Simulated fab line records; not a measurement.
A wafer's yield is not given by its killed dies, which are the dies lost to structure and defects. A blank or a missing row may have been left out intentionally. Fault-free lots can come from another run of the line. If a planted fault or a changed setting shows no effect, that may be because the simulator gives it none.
Chamber matching :: flow n5-finfet :: ald-metal-01 running N5_HKMG_FIN_ALD_79: 4 sister chambers
The step deposits TiN, target thk 1.5 nm, pulse time 1 s, purge time 3 s. 4 wafers are shown with their chamber, then 12 later ones without.

EACH WAFER AND ITS CHAMBER
wafer: L081.5
chamber: 3
heater-power-w (W): 856

wafer: L089.6
chamber: 1
heater-power-w (W): 803

wafer: L090.3
chamber: 2
heater-power-w (W): 702

wafer: L090.5
chamber: 0
heater-power-w (W): 885

WAFERS WITH NO CHAMBER GIVEN
wafer: L091.1
heater-power-w (W): 843

wafer: L091.2
heater-power-w (W): 883

wafer: L091.6
heater-power-w (W): 794

wafer: L092.1
heater-power-w (W): 826

wafer: L092.2
heater-power-w (W): 857

wafer: L092.6
heater-power-w (W): 779

wafer: L095.2
heater-power-w (W): 870

wafer: L095.5
heater-power-w (W): 897

wafer: L095.6
heater-power-w (W): 822

wafer: L096.2
heater-power-w (W): 897

wafer: L096.4
heater-power-w (W): 832

wafer: L096.5
heater-power-w (W): 888

EACH ONE'S CHAMBER
wafer: L091.1
from the rows above: can't be placed: 3 or 1 or 0
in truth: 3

wafer: L091.2
from the rows above: can't be placed: 0 or 3
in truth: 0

wafer: L091.6
from the rows above: 1
in truth: 1

wafer: L092.1
from the rows above: can't be placed: 1 or 3
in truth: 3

wafer: L092.2
from the rows above: can't be placed: 3 or 0
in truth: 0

wafer: L092.6
from the rows above: 1
in truth: 1

wafer: L095.2
from the rows above: can't be placed: 3 or 0
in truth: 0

wafer: L095.5
from the rows above: can't be placed: 0 or 3
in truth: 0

wafer: L095.6
from the rows above: can't be placed: 1 or 3
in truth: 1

wafer: L096.2
from the rows above: can't be placed: 0 or 3
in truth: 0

wafer: L096.4
from the rows above: can't be placed: 3 or 1 or 0
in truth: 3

wafer: L096.5
from the rows above: can't be placed: 0 or 3
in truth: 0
2 of 12 placed correctly. From these rows, 10 cannot be placed; in 10 the true chamber is one of the candidates. Wrongly placed: 0.
How it was worked out, from the rows above alone: a wafer's distance from a chamber is the root of the sum, over the readings, of the square of ((its reading less the chamber's mean) divided by the reading's scatter). If the next closest chamber is less than 2 further off than the closest, the wafer can't be placed; otherwise it belongs to the closest. Each chamber's mean is taken over the wafers shown for it. The scatter (one wafer shown for each chamber): square how far every hidden wafer sits from the nearest shown wafer, average those squares and take the square root.
